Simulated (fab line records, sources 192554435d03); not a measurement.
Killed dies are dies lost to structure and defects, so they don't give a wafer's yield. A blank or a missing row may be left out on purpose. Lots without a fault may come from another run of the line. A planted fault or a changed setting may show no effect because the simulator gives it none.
Chamber matching | flow n5_finfet | N5_BEOL_M2_DESCUM_16 on rie_diel-01: 4 sister chambers
The step chemistry O2, time 7 s. 22 wafers are shown with their chamber, then 11 later ones without.

WAFERS WITH THEIR CHAMBER
wafer  | chamber | drypump_motor_current_A (A) | throttle_valve_pct (%) | showerhead_plenum_p_Torr (Torr)
L075.2 | 2       | 5.9                         | 20.1                   | 2.22
L075.4 | 0       | 5.9                         | 19.9                   | 2.24
L075.5 | 2       | 5.9                         | 20.1                   | 2.21
L076.3 | 2       | 5.9                         | 20.1                   | 2.21
L076.4 | 3       | 5.2                         | 20.1                   | 2.13
L076.5 | 2       | 5.9                         | 20.1                   | 2.21
L077.1 | 2       | 5.9                         | 20.1                   | 2.21
L077.5 | 2       | 6.0                         | 20.1                   | 2.21
L077.6 | 0       | 5.9                         | 19.9                   | 2.24
L083.1 | 2       | 5.9                         | 20.1                   | 2.21
L083.3 | 0       | 5.9                         | 20.0                   | 2.23
L083.5 | 0       | 5.9                         | 20.0                   | 2.24
L086.2 | 3       | 5.2                         | 20.1                   | 2.12
L086.3 | 1       | 5.3                         | 20.5                   | 2.14
L086.5 | 3       | 5.2                         | 20.1                   | 2.12
L088.1 | 3       | 5.2                         | 20.1                   | 2.12
L088.3 | 0       | 5.9                         | 20.0                   | 2.23
L088.6 | 3       | 5.2                         | 20.1                   | 2.12
L090.1 | 1       | 5.3                         | 20.5                   | 2.14
L090.2 | 2       | 5.9                         | 20.1                   | 2.20
L090.3 | 0       | 5.9                         | 20.0                   | 2.23
L090.4 | 3       | 5.2                         | 20.1                   | 2.12

SIGNATURES (means of the wafers above)
reading                  | chamber 0 | chamber 1 | chamber 2 | chamber 3 | scatter within a chamber
drypump_motor_current_A  | 5.900     | 5.300     | 5.913     | 5.200     | 0.022
throttle_valve_pct       | 19.967    | 20.500    | 20.100    | 20.100    | 0.0272
showerhead_plenum_p_Torr | 2.2350    | 2.1400    | 2.2100    | 2.1217    | 0.00491
Rule: a wafer's distance from a chamber is the root of the sum, over the readings, of the square of ((its reading less the chamber's mean) divided by the reading's scatter). The wafer belongs to the nearest chamber; if the next one is less than 2 further off, it can't be placed. The scatter: the root of (the sum of the squares of (reading less its chamber's mean) over the shown wafers, divided by (wafers less chambers)).

WAFERS WITHOUT THEIR CHAMBER
wafer  | drypump_motor_current_A (A) | throttle_valve_pct (%) | showerhead_plenum_p_Torr (Torr)
L090.5 | 5.2                         | 20.1                   | 2.12
L090.6 | 5.9                         | 20.0                   | 2.23
L092.3 | 5.9                         | 20.1                   | 2.20
L092.4 | 5.3                         | 20.5                   | 2.14
L092.5 | 5.3                         | 20.1                   | 2.12
L091.2 | 5.9                         | 20.0                   | 2.23
L091.4 | 5.9                         | 20.1                   | 2.20
L091.6 | 5.9                         | 20.0                   | 2.23
L097.1 | 5.2                         | 20.1                   | 2.12
L097.2 | 5.9                         | 20.0                   | 2.22
L097.4 | 5.3                         | 20.5                   | 2.14

WHICH CHAMBER EACH WENT THROUGH
wafer  | from the rows above     | in truth
L090.5 | 3                       | 3
L090.6 | 0                       | 0
L092.3 | 2                       | 2
L092.4 | 1                       | 1
L092.5 | 3                       | 3
L091.2 | 0                       | 0
L091.4 | 2                       | 2
L091.6 | 0                       | 0
L097.1 | 3                       | 3
L097.2 | can't be placed: 0 or 2 | 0
L097.4 | 1                       | 1
Placed correctly: 10 of 11. Can't be placed from these rows: 1 (the true chamber is among the candidates in 1). Placed wrongly: 0.
